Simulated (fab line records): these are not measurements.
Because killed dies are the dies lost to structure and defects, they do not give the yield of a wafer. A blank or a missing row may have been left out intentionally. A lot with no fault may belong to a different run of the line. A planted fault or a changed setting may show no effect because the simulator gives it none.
Matching of chambers / flow n5-finfet / N5_SD_EPI_N_DESCUM_14 on rie-diel-05 has 4 sister chambers
The step chemistry O2, time 7.9 s. 4 wafers are shown with their chamber, then 8 later ones without.

## EACH WAFER AND ITS CHAMBER
wafer=L082.4; chamber=2; throttle-valve-pct (%)=20.15
wafer=L083.4; chamber=0; throttle-valve-pct (%)=20.75
wafer=L085.5; chamber=3; throttle-valve-pct (%)=20.55
wafer=L087.1; chamber=1; throttle-valve-pct (%)=20.16

## WAFERS WHOSE CHAMBER IS MISSING
wafer=L087.2; throttle-valve-pct (%)=19.79
wafer=L087.3; throttle-valve-pct (%)=20.56
wafer=L089.1; throttle-valve-pct (%)=20.57
wafer=L089.4; throttle-valve-pct (%)=20.17
wafer=L089.6; throttle-valve-pct (%)=20.36
wafer=L095.2; throttle-valve-pct (%)=20.18
wafer=L095.4; throttle-valve-pct (%)=20.38
wafer=L095.5; throttle-valve-pct (%)=20.39

## WHICH CHAMBER EACH WENT THROUGH
wafer=L087.2; from the rows above=can't be placed: 2 or 1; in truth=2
wafer=L087.3; from the rows above=can't be placed: 3 or 0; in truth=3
wafer=L089.1; from the rows above=can't be placed: 3 or 0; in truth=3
wafer=L089.4; from the rows above=can't be placed: 1 or 2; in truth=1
wafer=L089.6; from the rows above=can't be placed: 3 or 1 or 2 or 0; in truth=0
wafer=L095.2; from the rows above=can't be placed: 1 or 2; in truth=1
wafer=L095.4; from the rows above=can't be placed: 3 or 1 or 2 or 0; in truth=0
wafer=L095.5; from the rows above=can't be placed: 3 or 1 or 2 or 0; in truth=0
Correct placement for 0 of the 8. Cannot be placed on the basis of these rows: 8; the candidates contain the true chamber in 8. Placed wrongly: 0.
How it was worked out, from the rows above alone: a wafer's distance from a chamber is the root of the sum, over the readings, of the square of ((its reading less the chamber's mean) divided by the reading's scatter). If the next closest chamber is less than 2 further off than the closest, the wafer can't be placed; otherwise it belongs to the closest. For every chamber, the mean is computed from those of its wafers that are shown. The scatter: with one shown wafer a chamber, the root of the mean of the squares of how far each hidden wafer lies from its nearest shown one.
